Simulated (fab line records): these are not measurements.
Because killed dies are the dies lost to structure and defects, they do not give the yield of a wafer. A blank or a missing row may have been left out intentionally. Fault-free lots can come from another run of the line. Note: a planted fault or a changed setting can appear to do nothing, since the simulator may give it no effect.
Chamber matching | flow n5 finfet | uv cure-02 running N5_BEOL_M8_CURE_75: 3 sister chambers
The step cures SiCOH lowk, time 120 s. 3 wafers are shown with their chamber, then 8 later ones without.

## WAFERS, EACH WITH ITS CHAMBER
wafer  | chamber | wafer_temp_C_max
L076.5 | 0       | 371.6
L080.5 | 2       | 371.8
L097.2 | 1       | 371.4

## WAFERS WHOSE CHAMBER IS MISSING
wafer  | wafer_temp_C_max
L097.4 | 371.0
L097.6 | 371.3
L096.2 | 370.9
L096.3 | 371.7
L096.5 | 371.5
L095.3 | 371.9
L095.4 | 371.2
L095.5 | 370.8

## WHICH CHAMBER EACH ONE RAN IN
wafer  | from the rows above          | in truth
L097.4 | can't be placed: 1 or 0 or 2 | 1
L097.6 | can't be placed: 1 or 0 or 2 | 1
L096.2 | can't be placed: 1 or 0 or 2 | 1
L096.3 | can't be placed: 0 or 2 or 1 | 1
L096.5 | can't be placed: 0 or 1 or 2 | 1
L095.3 | can't be placed: 2 or 0 or 1 | 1
L095.4 | can't be placed: 1 or 0 or 2 | 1
L095.5 | can't be placed: 1 or 0 or 2 | 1
Correct placement for 0 of the 8. These rows do not allow placing 8 (true chamber among the candidates in 8). Placed wrongly: 0.
How it was worked out, from the rows above alone: a wafer's distance from a chamber is the root of the sum, over the readings, of the square of ((its reading less the chamber's mean) divided by the reading's scatter). If the next closest chamber is less than 2 further off than the closest, the wafer can't be placed; otherwise it belongs to the closest. Each chamber's mean is taken over the wafers shown for it. The scatter: root of mean squared gap, hidden wafer to nearest shown wafer, with one shown wafer a chamber.
